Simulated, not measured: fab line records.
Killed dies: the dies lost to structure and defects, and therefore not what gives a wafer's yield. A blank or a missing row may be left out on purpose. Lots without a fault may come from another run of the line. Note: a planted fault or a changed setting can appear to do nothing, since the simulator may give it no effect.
8D (eight disciplines) problem report, filled in by code | flow nand harc | the parts of the form that need people (team, actions taken, sign-off) are left out

== 1. THE ISSUE ==
Mean of thk nm at NHARC_A_ONON_D1_THK_MEAS_08: 1735 nm across 2 wafers in 2 lots; on wafers with no fault it is 999 nm (standard deviation 10). That puts it +74 standard deviations away from the usual mean.
The step: measures by ellipsometry.
The first sign was on wafer L685.5 at day 10 01:25, on film metro-02. At this step, 42 wafers from 14 lots have a number in the record. Rule for "out" (also "out of limits"): further than 4 standard deviations from the usual mean. The rest of the wafers with a number are treated as sound.

== 2. WHAT IT IS, AND WHAT IT ISN'T ==
question                    | is                | is not
which readings at this step | thk nm            | -
which lots                  | L685, L687        | L675, L676, L678, L679, L680, L681, L691, L692, L695, L696, L697, L698
which wafers of those lots  | L685.5, L687.5    | L685.1, L685.2, L687.1, L687.6
read on which gauges        | film metro-02     | film metro-01
when                        | from day 10 01:25 | up to then (20 sound wafers); but 20 sound wafers of L687, L691, L692, L695, L696, L697, L698 came after

== 3. THE SUSPECTS, EACH WITH WHAT RULES IT OUT ==
Counting: a tool at a process step up to the reading stays a suspect if it ran every lot that is out. Sound lots after the first of them don't rule it out here, since some wafers of a struck lot are sound.
- ruled out: the gauge at NHARC_A_ONON_D1_THK_MEAS_08. All the wafers that are out were read on film metro-02, but those of them that NHARC_END_SORT_01 has rows for are out there too, on other tools.
- rie si-05 at NHARC_A_ZERO_WELL_ETCH_13 (etches the open film in HBr/Cl2, target depth 120 nm, time 40.1 s): kept. It ran every lot that is out, first L685 (day 9 03:36); its last sound lot up to then is L681 (day 8 02:36).
- pecvd onon-02 at NHARC_A_ONON_D1_DEP_06 (target thk 1000 nm): kept. It ran every lot that is out, first L685 (day 10 00:54); its last sound lot up to then is L681 (day 9 01:37).
After counting, rie si-05 at NHARC_A_ZERO_WELL_ETCH_13 and pecvd onon-02 at NHARC_A_ONON_D1_DEP_06 remain.

== 4. THE CAUSE (what the simulator had put in) ==
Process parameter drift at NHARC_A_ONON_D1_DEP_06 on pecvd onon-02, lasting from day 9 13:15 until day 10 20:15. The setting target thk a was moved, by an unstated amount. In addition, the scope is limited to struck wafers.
Counting left 2 suspects, and this tool is among them.

== 5. THE EFFECT CHAIN, in route order ==
Each row: a reading where the mean over the struck wafers with a number is more than 3 standard deviations away from the usual. Only readings whose record carries a usual standard deviation are examined. hours: median over the lots of the time between each lot's start at the first step of this table that gives one and its start at this step. sigmas: the change, counted in usual standard deviations.
hours | step                        | reading         | usual  | on struck wafers | change | sigmas
0     | NHARC_A_ONON_D1_THK_MEAS_08 | thk nm          | 999 nm | 1735             | +736   | +74
283   | NHARC_END_SORT_01           | killed at array | 29     | 676              | +647   | +65
283   | NHARC_END_SORT_01           | killed dies     | 33     | 677              | +644   | +59

== 6. HOW IT WOULD HAVE BEEN CAUGHT EARLIER ==
12 hours passed between the start of the fault at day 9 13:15 and the first reading out of limits at a measuring or inspecting step in this record, taken at day 10 01:25.
Among the 2 lots that are out, L687 began NHARC_A_ONON_D1_DEP_06 on pecvd onon-02 after day 10 01:25. A hold on the tool at that time would have spared it.
